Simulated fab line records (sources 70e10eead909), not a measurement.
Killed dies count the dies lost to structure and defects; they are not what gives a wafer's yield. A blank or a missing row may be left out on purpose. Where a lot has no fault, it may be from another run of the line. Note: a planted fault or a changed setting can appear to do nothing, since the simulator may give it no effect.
Which of the tools did it? ; flow nand_harc ; 34 wafers from 12 lots sampled at 5 of the route's 1302 steps

WHAT EACH GAUGE READ, for each wafer
NHARC_A_CONTACT_INSPECT_44. Usual: raw_defect_count reads 78 (standard deviation 38).
lot;measured;on;raw_defect_count;flag
L630;day 21 00:39;defect_inspect-02;46 56 50;
L632;day 22 05:55;defect_inspect-01;115 108 94;
L633;day 22 20:14;defect_inspect-02;63 53 64;
L634;day 22 21:17;defect_inspect-01;88 105 101;
L635;day 23 17:40;defect_inspect-01;62 78 81;
L638;day 24 17:32;defect_inspect-02;27 26 23;
L640;day 25 18:16;defect_inspect-01;124 126 114;
L643;day 27 15:27;defect_inspect-02;47 49;
L646;day 27 21:43;defect_inspect-01;112 101 101;
L645;day 28 05:47;defect_inspect-01;63 55;
L652;day 30 14:22;defect_inspect-02;71 57 79;
L653;day 30 14:31;defect_inspect-02;89 84 80;

NHARC_END_SORT_01. Usual: killed_at_array 56, standard deviation 20; killed_at_other 0.9, standard deviation 1.1; killed_at_periphery 3.7, standard deviation 3; killed_dies 61, standard deviation 21; killed_open 2.9, standard deviation 1.6; killed_short 2.6, standard deviation 1.4.
lot;measured;on;killed_at_array;killed_at_other;killed_at_periphery;killed_dies;killed_open;killed_short;flag
L630;day 24 12:43;prober-01;37 52 45;0 1 0;5 1 5;42 54 50;3 2 2;3 1 1;
L632;day 25 12:11;prober-01;37 69 61;2 0 1;2 4 3;41 73 65;4 1 4;3 2 3;
L633;day 25 21:04;prober-02;50 33 45;1 4 2;3 2 4;54 39 51;4 3 1;2 3 2;
L634;day 25 20:14;prober-01;54 77 76;1 0 0;1 3 5;56 80 81;3 4 3;2 4 3;
L635;day 26 14:56;prober-01;42 47 52;1 0 0;2 0 0;45 47 52;3 1 0;3 2 3;
L638;day 27 16:52;prober-01;46 38 35;0 0 1;1 3 2;47 41 38;5 2 3;6 1 5;
L645;day 31 04:50;prober-02;43 40;0 0;4 2;47 42;2 2;3 3;

WHICH TOOL RAN EACH LOT (tool, then ch and the chambers of the sampled wafers, then the start)
lot;NHARC_A_CONTACT_ETCH_48;NHARC_A_CONTACT_ETCH_50;NHARC_A_CONTACT_ETCH_116
L630;rie_diel-01 ch 1,3, day 21 00:48;rie_diel-01 ch 0,1,2, day 21 03:31 or earlier;har_cap_etch-03 ch 0,1, day 21 03:31
L632;rie_diel-02 ch 0,2,3, day 22 06:04;rie_diel-02 ch 0,1,2, day 22 08:40 or earlier;har_cap_etch-02 ch 0,1, day 22 08:40
L633;rie_diel-01 ch 0,3, day 22 20:26;rie_diel-01 ch 0,2,3, day 22 23:20 or earlier;har_cap_etch-03 ch 0,1, day 22 23:20
L634;rie_diel-02 ch 0,1,2, day 22 21:40;rie_diel-02 ch 0,1,2, day 23 00:40 or earlier;har_cap_etch-01 ch 0,1, day 23 00:40
L635;rie_diel-02 ch 1,2,3, day 23 17:49;rie_diel-02 ch 0,1, day 23 20:27 or earlier;har_cap_etch-03 ch 0,1, day 23 20:27
L638;rie_diel-01 ch 0,1,3, day 24 17:41;rie_diel-01 ch 0,1,2, day 24 20:17 or earlier;har_cap_etch-01 ch 0,1, day 24 20:17
L640;rie_diel-02 ch 1,2,3, day 25 18:26;rie_diel-02 ch 0,1,3, day 25 21:41 or earlier;har_cap_etch-02 ch 0,1, day 25 21:41
L643;rie_diel-02 ch 1,3, day 27 15:37;rie_diel-02 ch 1, day 27 18:18 or earlier;har_cap_etch-02 ch 1, day 27 18:18
L646;rie_diel-02 ch 1,2,3, day 27 21:52;rie_diel-02 ch 0,1, day 28 00:29 or earlier;har_cap_etch-03 ch 0,1, day 28 00:29
L645;rie_diel-02 ch 2,3, day 28 05:56;rie_diel-02 ch 1,2, day 28 08:34 or earlier;har_cap_etch-01 ch 1, day 28 08:34
L652;rie_diel-02 ch 1,2,3, day 30 14:31;rie_diel-02 ch 0,3, day 30 17:11 or earlier;har_cap_etch-01 ch 0,1, day 30 17:11
L653;rie_diel-13 ch 0,1,3, day 30 14:40;rie_diel-13 ch 0,1,3, day 30 17:20 or earlier;har_cap_etch-03 ch 0,1, day 30 17:20
- NHARC_A_CONTACT_ETCH_48: etches the open film in CF4, target depth 39 nm, time 65 s.
- NHARC_A_CONTACT_ETCH_50: etches the open film in CF4/CHF3, target depth 121 nm, time 60.5 s.
- NHARC_A_CONTACT_ETCH_116: etches the open film in C4F8/O2/Ar, time 190 s, target depth 1850 nm.

AS READ BY THE TOOLS THEMSELVES (means over the sampled wafers that have a number; for cases with no such wafer, the mark the record gives instead)
NHARC_A_CONTACT_ETCH_48. Usual: drypump_motor_current_A 5.6 A, standard deviation 0.56; oes_product_au 1.006 a.u., standard deviation 0.012; rf_vpp_V 151.6 V, standard deviation 1.2; run_length_s 86.4 s, standard deviation 0.59; showerhead_plenum_p_Torr 1.79 Torr, standard deviation 0.072; throttle_valve_pct 13.284 %, standard deviation 0.0086.
lot;tool;drypump_motor_current_A (A);oes_product_au (a.u.);rf_vpp_V (V);run_length_s (s);showerhead_plenum_p_Torr (Torr);throttle_valve_pct (%);flag
L630;rie_diel-01;5.5;1.010;152.0;86.1;1.80;13.289;
L632;rie_diel-02;5.5;0.998;150.8;86.2;1.72;13.282;
L633;rie_diel-01;5.2;1.010;151.3;86.0;1.81;13.280;
L634;rie_diel-02;5.3;1.022;150.8;86.4;1.73;13.287;
L635;rie_diel-02;5.8;1.005;150.3;86.1;1.71;13.278;
L638;rie_diel-01;5.4;0.990;152.7;86.5;1.81;13.281;
L640;rie_diel-02;5.8;1.005;151.6;86.3;1.80;13.293;
L643;rie_diel-02;6.1;1.012;150.4;110.2;1.75;13.267;OFF
L646;rie_diel-02;5.8;1.006;152.0;101.9;1.80;13.289;OFF
L645;rie_diel-02;5.8;0.996;151.4;109.7;1.81;13.279;OFF
L652;rie_diel-02;5.8;1.005;151.9;86.2;1.79;13.288;
L653;rie_diel-13;6.1;0.995;152.4;86.5;1.86;13.284;

NHARC_A_CONTACT_ETCH_50. Usual: drypump_motor_current_A 5.6 A, standard deviation 0.59; oes_product_au 0.965 a.u., standard deviation 0.023; rf_vpp_V 371.2 V, standard deviation 2.3; run_length_s 81.9 s, standard deviation 0.55; showerhead_plenum_p_Torr 1.59 Torr, standard deviation 0.063; throttle_valve_pct 16.803 %, standard deviation 0.0096.
lot;tool;drypump_motor_current_A (A);oes_product_au (a.u.);rf_vpp_V (V);run_length_s (s);showerhead_plenum_p_Torr (Torr);throttle_valve_pct (%);flag
L630;rie_diel-01;5.7;0.981;370.6;81.8;1.60;16.819;
L632;rie_diel-02;5.3;0.984;368.9;82.0;1.53;16.798;
L633;rie_diel-01;5.7;0.932;371.4;81.7;1.59;16.809;
L634;rie_diel-02;5.3;0.938;370.2;81.8;1.53;16.803;
L635;rie_diel-02;5.5;0.978;370.7;82.2;1.57;16.803;
L638;rie_diel-01;5.8;0.965;369.8;82.1;1.60;16.804;
L640;rie_diel-02;5.7;0.985;371.1;82.3;1.56;16.802;
L643;rie_diel-02;5.7;0.994;369.7;82.2;1.56;16.800;
L646;rie_diel-02;5.2;0.971;370.0;82.6;1.57;16.796;
L645;rie_diel-02;5.5;0.925;373.1;81.5;1.63;16.797;
L652;rie_diel-02;5.4;0.976;370.8;82.3;1.57;16.806;
L653;rie_diel-13;6.1;0.976;373.7;81.9;1.66;16.803;

THE ANSWER, worked out from the rows above alone
Rule: a lot is off if the mean of its wafers that have a number lies more than 3 standard deviations from the usual mean. Also off: a lot with no number at a reading for which 4 or more lots have one. All remaining lots with rows at the step are treated as sound. After the gauges, taken in route order, come the tools' own readings; for these a lot's mean is taken, as printed above. At the first step where some lot is off, the reading lying furthest off is the one used; lots without a number count as furthest.
Off at NHARC_A_CONTACT_ETCH_48 (run_length_s): L643, L646, L645.
A tool fits if, at that step or a process step before it, it ran every lot that is off, and no sound lot after the first of them. Of those tried, none fits.

WHAT HAD BEEN PUT IN BY THE SIMULATOR
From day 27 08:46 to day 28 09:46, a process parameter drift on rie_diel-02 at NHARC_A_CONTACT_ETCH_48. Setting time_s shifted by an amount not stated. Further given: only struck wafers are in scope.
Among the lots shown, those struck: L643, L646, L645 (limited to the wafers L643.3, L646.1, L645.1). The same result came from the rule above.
